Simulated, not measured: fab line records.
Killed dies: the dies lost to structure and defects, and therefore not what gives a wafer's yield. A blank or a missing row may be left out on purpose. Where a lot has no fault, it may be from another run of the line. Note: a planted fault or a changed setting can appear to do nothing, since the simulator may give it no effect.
fab line records	flow nand-harc
[record] lots = 6	wafers = 18	last-day = 32
route steps=1302 shown A_SGD_CUT@916 A_SLIT@922 END@1302
lots untouched by any fault: they come from a run of this same line in which no faults occurred
start-h: hours from the record's opening day to when the first of the lot's shown wafers began	wait-h: time in hours since the lot's previous step	" same as the row above	L1.1+2: one row covering several wafers at once	- no value, or no start given	* or withheld: withheld	< > ~ a bound
route shown NAME@n: names a module that has steps shown in the file, with the first one's number in the route	usual: mean/standard deviation taken from wafers without a fault	same: alike in all rows	chamber/n: place in a boat	sites: each site's reading	_std_site: the values' standard deviation	_edge_site: the outer-site mean with the inner-site mean subtracted	radius-mm: for every site, how far away it sits from the centre of the wafer	mask NAME#n: copy n	behind: the tool/chamber that last shaped the wafer	hold: the reason the lot was held/the length of the hold in hours/how it ended	device: whichever transistor did not switch (one of n, p or np)	end of line: the same wafers' tests at the end of the route	where a step has no rows: the recipe by itself	killed: not the wafer's yield, but the dies lost to structure and defects at the first sort	map: a wafer's dies, x killed, . not, _ none there
set.NAME: setting as actually run; set.NAME@STEP: the setting as run at that earlier step	model.NAME: the simulator's own value behind a step, which no gauge read
lots at selected steps of the route; one table per step, one row per wafer
services: from which hour (start-h, from the record's first day; less than 0 if before it) a tool's chamber was out of use, for how many hours, and why
[[steps]]
[step NHARC_A_SGD_CUT_THK_MEAS_22]
[recipe] thk-meas-gauge = ellipsometry
[usual] thk-nm = 148.3/1.3
lot.wafer	tool	chamber	start-h	wait-h	thk-nm
L590.1	film-metro-02	-	472.06	0.2	148.1
L590.2	"	-	"	"	146.9
L590.3	"	-	"	"	150.2
L592.1	film-metro-02	-	526.45	0.2	147.0
L592.2	"	-	"	"	147.4
L592.6	"	-	"	"	147.0
L597.1	film-metro-01	-	549.85	0.2	149.2
L597.4	"	-	"	"	148.8
L597.6	"	-	"	"	149.9
L599.4	film-metro-01	-	571.74	0.2	146.5
L599.5	"	-	"	"	148.5
L599.6	"	-	"	"	148.6
L601.1	film-metro-01	-	585.84	0.2	149.0
L601.3	"	-	"	"	147.6
L601.6	"	-	"	"	147.9
L607.1	film-metro-02	-	643.74	0.2	147.8
L607.2	"	-	"	"	148.2
L607.6	"	-	"	"	147.2
[step NHARC_A_SGD_CUT_SRD_23]
[step NHARC_A_SGD_CUT_ETCH_26]
[recipe] target-depth-a = 458	chemistry = dHF	material = SiO2
[step NHARC_A_SGD_CUT_ETCHBACK_24]
[recipe] target-depth-a = 500	over-etch-frac = 0.3	time-s = 92.857	ion-energy-ev = 120	ch3f-flow-sccm = 50	o2-flow-sccm = 30	ar-flow-sccm = 200	rf-w = 500	bias-w = 100	chemistry = CH3F/O2
[usual] drypump-motor-current-A = 6.1/0.41	mfc-ar-sccm = 199.9/0.6	oes-product-au = 0.97/0.036	rf-vpp-V = 244.0/1.6	showerhead-plenum-p-Torr = 2.44/0.11	throttle-valve-pct = 20.662/0.0092
lot.wafer	tool	chamber	start-h	wait-h	drypump-motor-current-A	mfc-ar-sccm	oes-product-au	rf-hours-counter-h	rf-vpp-V	showerhead-plenum-p-Torr	throttle-valve-pct
L590.2	rie-diel-12	0	472.28	0.1	6.5	199.5	1.00	1	241.0	2.29	20.663
L590.1	"	2	"	"	5.2	199.7	1.00	1	246.2	2.62	20.672
L590.3	"	3	"	"	6.4	200.3	1.00	1	247.0	2.64	20.652
L592.1	rie-diel-12	0	526.68	0.1	6.5	200.6	0.93	3	241.5	2.29	20.675
L592.2	"	3	"	"	6.4	200.0	0.93	3	246.6	2.64	20.672
L592.6	"	1	"	"	6.7	199.9	0.94	-	244.0	2.56	20.652
L597.1	rie-diel-07	2	550.08	0.2	6.0	199.9	0.99	5	245.0	2.46	20.646
L597.4	"	3	"	"	6.6	200.0	1.00	6	244.3	2.45	20.671
L597.6	"	1	"	"	6.2	200.2	0.99	-	242.6	2.29	20.662
L599.6	rie-diel-07	2	572.02	0.2	6.0	200.2	0.99	-	243.8	2.46	20.663
L599.4	"	3	"	"	6.6	198.1	1.01	-	246.2	2.45	20.661
L599.5	"	1	"	"	6.2	199.9	1.00	-	241.1	2.29	20.667
L601.1	rie-diel-02	1	586.06	0.2	5.8	199.3	0.98	0	243.9	2.41	20.662
L601.3	"	0	"	"	6.6	201.0	0.97	0	243.9	2.43	20.656
L601.6	"	1	"	"	5.8	199.0	0.98	-	243.3	2.41	20.684
L607.1	rie-diel-02	1	643.98	0.2	5.7	200.3	0.91	4	241.5	2.41	20.650
L607.2	"	3	"	"	6.1	200.9	0.93	4	242.7	2.35	20.659
L607.6	"	1	"	"	5.7	199.9	0.91	-	243.4	2.41	20.676
[step NHARC_A_SGD_CUT_STRIP_28]
[recipe] time-s = 20	o2-flow-sccm = 500	ar-flow-sccm = 0	bias-w = 0	chemistry = O2
[usual] drypump-motor-current-A = 6.1/0.42	mfc-ar-sccm = 0.012/0.016	oes-product-au = 0.996/0.01	rf-vpp-V = 57.9/0.96	showerhead-plenum-p-Torr = 3.51/0.16	throttle-valve-pct = 17.035/0.0097
lot.wafer	tool	chamber	start-h	wait-h	drypump-motor-current-A	mfc-ar-sccm	oes-product-au	rf-hours-counter-h	rf-vpp-V	showerhead-plenum-p-Torr	throttle-valve-pct
L590.1	rie-diel-12	3	472.45	0.1	6.4	0.011	1.010	1	58.9	3.78	17.030
L590.2	"	0	"	"	6.5	0	1.007	1	56.6	3.30	17.046
L590.3	"	2	"	"	5.2	0.039	1.005	1	59.5	3.75	17.019
L592.2	rie-diel-12	0	-	-	6.5	0	0.996	3	56.6	3.30	17.038
L592.1	"	1	"	"	6.6	0	1.003	2	57.8	3.68	17.042
L592.6	"	1	"	"	6.7	0	1.015	-	57.4	3.68	17.044
L597.4	rie-diel-07	0	-	-	5.7	0.039	1.008	5	57.2	3.45	17.037
L597.1	"	2	"	"	6.0	0	0.994	5	57.0	3.53	17.030
L597.6	"	0	"	"	5.7	0.039	0.997	-	57.4	3.45	17.029
L599.4	rie-diel-07	3	572.15	0.1	6.6	0	0.998	-	58.7	3.52	17.040
L599.5	"	1	"	"	6.2	0.017	0.992	-	57.6	3.29	17.022
L599.6	"	2	"	"	6.0	0	0.989	-	57.4	3.53	17.038
L601.1	rie-diel-02	0	-	-	6.6	0	0.976	0	56.8	3.49	17.018
L601.3	"	1	"	"	5.8	0	0.977	0	58.0	3.47	17.023
L601.6	"	0	"	"	6.6	0	0.965	-	58.4	3.49	17.035
L607.1	rie-diel-02	1	-	-	5.8	0	0.980	4	58.9	3.46	17.044
L607.2	"	2	"	"	6.3	0.001	1.005	4	56.8	3.57	17.038
L607.6	"	0	"	"	6.6	0	0.969	-	58.2	3.49	17.032
[step NHARC_A_SGD_CUT_INSPECT_25]
[usual] raw-defect-count = 351/63
lot.wafer	tool	chamber	start-h	wait-h	raw-defect-count
L590.1	defect-inspect-01	-	472.56	-	398
L590.2	"	-	"	"	454
L590.3	"	-	"	"	452
L592.1	defect-inspect-02	-	526.92	-	384
L592.2	"	-	"	"	363
L592.6	"	-	"	"	376
L597.1	defect-inspect-01	-	550.31	-	335
L597.4	"	-	"	"	365
L597.6	"	-	"	"	374
L599.4	defect-inspect-01	-	572.24	-	322
L599.5	"	-	"	"	361
L599.6	"	-	"	"	344
L601.1	defect-inspect-01	-	586.31	-	345
L601.3	"	-	"	"	420
L601.6	"	-	"	"	537
L607.1	defect-inspect-02	-	644.21	-	320
L607.2	"	-	"	"	394
L607.6	"	-	"	"	357
[step NHARC_A_SLIT_DEP_25]
[recipe] target-thk-a = 2000	temp-c = 400	pressure-torr = 6.5	rf-w = 900	teos-flow-sccm = 161.4	flow-sccm = 2650	target-thk-nm = 200	gas = O2	material = SiO2
[usual] heater-power-outer-w = 298/46	heater-power-w = 537/57	throttle-valve-pct = 15.8/0.5
lot.wafer	tool	chamber	start-h	wait-h	heater-power-outer-w	heater-power-w	throttle-valve-pct
L590.2	pecvd-01	2	472.63	0.1	331	580	15.7
L590.3	"	0	"	"	251	533	15.4
L590.1	"	1	"	"	341	559	16.6
L592.2	pecvd-04	0	527.00	0.1	290	508	15.6
L592.1	"	2	"	"	288	526	15.6
L592.6	"	2	"	"	298	534	15.4
L597.1	pecvd-01	1	550.45	0.1	248	452	16.3
L597.4	"	2	"	"	256	461	15.9
L597.6	"	1	"	"	252	480	16.4
L599.5	pecvd-04	0	572.42	0.2	343	594	15.9
L599.6	"	1	"	"	327	560	15.7
L599.4	"	2	"	"	323	580	15.8
L601.3	pecvd-04	2	586.38	0.1	315	571	15.6
L601.1	"	0	"	"	374	599	15.7
L601.6	"	1	"	"	302	532	16.1
L607.2	pecvd-02	1	644.35	0.1	291	532	16.3
L607.1	"	2	"	"	382	628	16.0
L607.6	"	1	"	"	197	408	16.2
[step NHARC_A_SLIT_DEP_00]
[recipe] target-thk-a = 62000	temp-c = 400	material = aC
[usual] throttle-valve-pct = 35.000/0.0092
lot.wafer	tool	chamber	start-h	wait-h	throttle-valve-pct
L590.1	acl-dep-02	0	472.97	-	34.985
L590.2	"	0	"	"	34.986
L590.3	"	0	"	"	34.986
L592.1	acl-dep-03	0	528.48	-	34.991
L592.2	"	0	"	"	35.007
L592.6	"	0	531.68	-	34.998
L597.1	acl-dep-01	0	550.72	-	35.008
L597.4	"	0	552.59	-	34.996
L597.6	"	0	553.84	-	35.004
L599.4	acl-dep-01	0	575.49	-	34.988
L599.5	"	0	"	"	34.998
L599.6	"	0	"	"	35.002
L601.1	acl-dep-03	0	587.54	-	35.016
L601.3	"	0	588.81	-	34.986
L601.6	"	0	590.71	-	35.010
L607.1	acl-dep-02	0	645.94	-	34.993
L607.2	"	0	"	"	34.988
L607.6	"	0	649.05	-	35.011
[step NHARC_A_SLIT_DEP_23]
[recipe] target-thk-a = 1000	target-thk-nm = 100	temp-c = 400	pressure-torr = 3.5	flow-sccm = 200	rf-w = 350	material = SiON
[usual] heater-power-outer-w = 432/42	heater-power-w = 718/54
lot.wafer	tool	chamber	start-h	wait-h	heater-power-outer-w	heater-power-w
L590.1	pecvd-01	1	476.79	3.2	389	669
L590.3	"	2	"	"	391	626
L590.2	"	0	"	"	407	728
L592.2	pecvd-01	2	532.34	2.6	398	676
L592.1	"	1	"	"	430	687
L592.6	"	2	"	"	411	673
L597.1	pecvd-01	0	554.92	3.6	473	825
L597.6	"	2	"	"	418	706
L597.4	"	0	"	"	470	823
L599.4	pecvd-01	0	577.47	1.4	389	696
L599.6	"	1	"	"	393	666
L599.5	"	2	"	"	362	618
L601.1	pecvd-01	0	591.36	3.2	366	679
L601.3	"	0	"	"	368	691
L601.6	"	0	"	"	380	703
L607.2	pecvd-04	2	649.72	2.5	435	719
L607.1	"	0	"	"	442	711
L607.6	"	1	"	"	422	662
[step NHARC_A_SLIT_DEHYDRATE_01]
[recipe] temp-c = 150	time-s = 120
[step NHARC_A_SLIT_HMDS_02]
[recipe] time-s = 30
[step NHARC_A_SLIT_COAT_03]
[recipe] spin-rpm = 1500	resist-thk-nm = 90
[step NHARC_A_SLIT_SOFTBAKE_04]
[recipe] temp-c = 105	time-s = 55
[usual] heater-power-total-W = 188.45/0.14
lot.wafer	tool	chamber	start-h	wait-h	heater-power-total-W
L590.1	litho-track-04	0	477	-	188.36
L590.2	"	0	"	"	188.61
L590.3	"	0	"	"	188.30
L592.1	litho-track-01	0	532	-	188.38
L592.2	"	0	"	"	188.31
L592.6	"	0	"	"	188.26
L597.1	litho-track-01	0	555	-	185.04
L597.4	"	0	"	"	185.25
L597.6	"	0	"	"	185.21
L599.4	litho-track-01	0	577	-	185.07
L599.5	"	0	"	"	185.09
L599.6	"	0	"	"	185.14
L601.1	litho-track-06	0	591	-	188.65
L601.3	"	0	"	"	188.60
L601.6	"	0	"	"	188.35
L607.1	litho-track-06	0	649	-	188.42
L607.2	"	0	"	"	188.32
L607.6	"	0	"	"	188.52
[step NHARC_A_SLIT_EBR_05]
[step NHARC_END_SORT_01]
[recipe] temp-c = 25
[usual] killed-at-array = 57/18	killed-at-other = 0.9/1.3	killed-at-periphery = 3.5/2.2	killed-dies = 62/18	killed-open = 3.0/1.7	killed-short = 2.3/1.5
[same] gross-dies = 677
lot.wafer	tool	chamber	start-h	wait-h	killed-at-array	killed-at-other	killed-at-periphery	killed-dies	killed-open	killed-short
L592.1	prober-02	0	643.79	2.5	71	4	3	78	2	3
L592.2	prober-02	0	644.59	2.8	65	4	3	72	1	2
L592.6	prober-02	0	647.81	4.0	54	1	1	56	2	1
L607.1	prober-01	0	761.81	2.5	63	0	4	67	4	1
// killed by level:class
L592.1 A_SLIT:chamber-film-flake=33 A_CHANNEL_HOLE_D2:chamber-film-flake=27 THIN_TSV:chamber-film-flake=4 P_GATE:chamber-film-flake=2 A_ZERO_WELL:chamber-film-flake=2 A_CONTACT:chamber-film-flake=2 P_GATE:geometric-particle:open=1 A_ONON_D1:geometric-particle:short=1
L592.2 A_CHANNEL_HOLE_D2:chamber-film-flake=27 A_SLIT:chamber-film-flake=25 THIN_TSV:chamber-film-flake=4 A_ZERO_WELL:chamber-film-flake=3 A_CONTACT:chamber-film-flake=3 P_GATE:chamber-film-flake=2 A_CHANNEL_HOLE_D1:chamber-film-flake=2 A_WL_FILL:chamber-film-flake=2
L592.6 A_CHANNEL_HOLE_D2:chamber-film-flake=20 A_SLIT:chamber-film-flake=18 A_ZERO_WELL:chamber-film-flake=4 A_CHANNEL_HOLE_D1:chamber-film-flake=3 A_WL_FILL:chamber-film-flake=2 A_CONTACT:chamber-film-flake=2 A_DECK1_JOINT:geometric-particle:open=1 A_ONON_D2:geometric-particle:short=1
L607.1 A_CHANNEL_HOLE_D1:chamber-film-flake=24 A_CHANNEL_HOLE_D2:chamber-film-flake=24 A_STAIRCASE:chamber-film-flake=6 A_CONTACT:chamber-film-flake=4 P_ZERO_WELL:chamber-film-flake=2 P_M0:geometric-particle:open=1 P_M1:geometric-particle:open=1 A_SOURCE_PLATE:geometric-particle:open=1
[[services]]
tool	chamber	start-h	hours	kind
rie-diel-12	0	449.08	2.0	repair
pecvd-04	-	450.16	13.0	pm
rie-diel-12	1	468.97	13.8	repair
rie-diel-07	-	471.25	9.0	pm
pecvd-01	-	473.91	1.7	repair
pecvd-04	2	481.97	16.3	repair
rie-diel-12	1	486.41	3.3	repair
pecvd-01	-	492.03	13.0	pm
rie-diel-12	0	499.39	4.0	repair
pecvd-01	1	505.66	19.1	repair
rie-diel-07	0	509.67	16.4	repair
rie-diel-02	1	554.78	3.2	repair
rie-diel-07	0	567.61	10.3	repair
rie-diel-02	2	568.63	9.9	repair
rie-diel-02	-	570.70	9.0	pm
pecvd-01	1	582.05	11.5	repair
pecvd-01	-	593.92	1.4	repair
rie-diel-12	2	599.80	17.9	repair
rie-diel-02	2	610.96	14.5	repair
rie-diel-12	-	622.44	9.0	pm
pecvd-01	0	628.62	4.7	repair
pecvd-04	-	631.16	13.0	pm
rie-diel-02	-	645.04	0.2	repair
rie-diel-07	-	648.25	9.0	pm
[[key]]
[first-sign] step = NHARC_A_SLIT_SOFTBAKE_04	reading = heater-power-total-W	direction = down	sigmas = 24	usual = *	struck = *
effect none on later readings
met-at NHARC_A_SLIT_SOFTBAKE_04
struck-wafers L597.1,L597.4,L597.6,L599.4,L599.5,L599.6
tester-left-out L597,L599
onset-between 532 555
[fault] kind = process-parameter-drift	tool = litho-track-01	chamber = -	onset-h = 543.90	steps = NHARC_A_SLIT_SOFTBAKE_04	channel = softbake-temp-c	offset = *	shape = step	end-h = 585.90	acts-in = *	stated = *
// tester-left-out: of these lots the tester's yield and bins aren't shown, on N5 and GAA mostly nor the transistor test; their killed dies are dies lost to structure and defects alone, not to doping, threshold or leakage, so they don't give the yield
